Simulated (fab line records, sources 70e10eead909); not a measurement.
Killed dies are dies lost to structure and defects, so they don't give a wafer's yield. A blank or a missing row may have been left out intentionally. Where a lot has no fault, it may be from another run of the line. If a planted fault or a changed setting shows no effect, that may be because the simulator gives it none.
Matching of chambers ; flow nand harc ; 4 sister chambers for NHARC_A_ZERO_WELL_DESCUM_12 on rie diel-08
The step chemistry O2, time 3 s. 45 wafers are shown with their chamber, then 12 later ones without.

== WAFERS PAIRED WITH THEIR CHAMBERS ==
wafer;chamber;drypump motor current A (A);oes product au (a.u.);rf vpp V (V)
L075.1;0;6.1;1.009;57.3
L075.2;1;6.0;0.992;58.6
L075.5;2;4.8;0.995;58.7
L076.2;3;6.6;1.007;56.9
L076.5;2;4.8;0.990;58.8
L076.6;1;5.9;1.006;59.8
L077.2;2;4.8;0.984;58.6
L077.3;1;5.9;0.999;58.6
L077.5;1;6.0;1.003;58.2
L080.2;3;6.6;1.018;58.3
L080.3;1;6.0;1.014;58.5
L080.5;0;6.1;1.011;58.1
L081.2;2;4.7;0.995;57.6
L081.3;0;6.1;1.008;56.5
L081.4;3;6.6;1.012;57.4
L082.1;2;4.7;0.992;57.3
L082.2;3;6.6;1.012;58.3
L082.4;1;6.0;0.997;58.6
L084.1;2;4.7;0.987;59.0
L084.2;1;6.0;1.006;59.6
L084.6;1;6.0;1.007;58.3
L086.1;1;6.0;1.002;57.4
L086.2;0;6.1;1.003;56.2
L086.5;3;6.6;1.000;59.8
L085.2;0;6.1;1.008;56.0
L085.3;1;6.0;1.004;57.5
L085.6;0;6.1;1.001;57.2
L087.1;3;6.6;1.004;57.8
L087.3;1;6.0;0.990;58.6
L087.6;2;4.7;0.997;58.8
L089.2;3;6.6;1.010;57.1
L089.5;2;4.7;1.008;58.6
L089.6;3;6.6;1.015;58.4
L090.2;3;6.6;1.013;58.2
L090.5;1;6.0;1.010;57.7
L090.6;0;6.0;1.011;56.5
L091.2;2;4.8;1.001;57.8
L091.4;1;5.9;1.004;58.3
L091.6;1;6.0;1.006;57.4
L092.1;3;6.6;1.001;58.1
L092.2;2;4.8;1.000;58.4
L092.4;1;6.0;1.010;59.1
L093.1;2;4.7;0.996;58.7
L093.4;0;6.1;1.009;56.3
L093.6;0;6.1;1.006;58.7

SIGNATURES (averages over the wafers above)
reading;chamber 0;chamber 1;chamber 2;chamber 3;scatter within a chamber
drypump motor current A;6.089;5.980;4.745;6.600;0.0383
oes product au;1.00733;1.00333;0.99500;1.00920;0.00601
rf vpp V;56.978;58.413;58.391;58.030;0.756
Rule: for each reading, subtract the chamber's mean from the wafer's reading, divide by that reading's scatter and square the result; add these up over the readings and take the root, which gives the wafer's distance from the chamber. If the next closest chamber is less than 2 further off than the closest, the wafer can't be placed; otherwise it belongs to the closest. The scatter is the square root of a quotient: the sum, over the shown wafers, of each reading's squared deviation from its chamber's mean, divided by wafers minus chambers.

== WAFERS MISSING THEIR CHAMBER ==
wafer;drypump motor current A (A);oes product au (a.u.);rf vpp V (V)
L094.1;4.8;0.993;59.5
L094.4;6.1;1.001;58.5
L094.5;4.8;0.999;57.8
L095.2;6.6;1.010;56.6
L095.5;4.8;0.994;59.3
L095.6;6.6;1.011;57.6
L096.1;6.1;1.001;55.2
L096.3;4.7;0.996;57.9
L096.4;6.6;1.006;57.5
L097.1;6.6;0.998;58.4
L097.2;6.0;0.998;58.4
L097.5;6.6;1.006;57.7

== EACH ONE'S CHAMBER ==
wafer;from the rows above;in truth
L094.1;2;2
L094.4;can't be placed: 0 or 1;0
L094.5;2;2
L095.2;3;3
L095.5;2;2
L095.6;3;3
L096.1;0;0
L096.3;2;2
L096.4;3;3
L097.1;3;3
L097.2;1;1
L097.5;3;3
11 of 12 placed correctly. Cannot be placed on the basis of these rows: 1; the candidates contain the true chamber in 1. 0 placed wrongly.
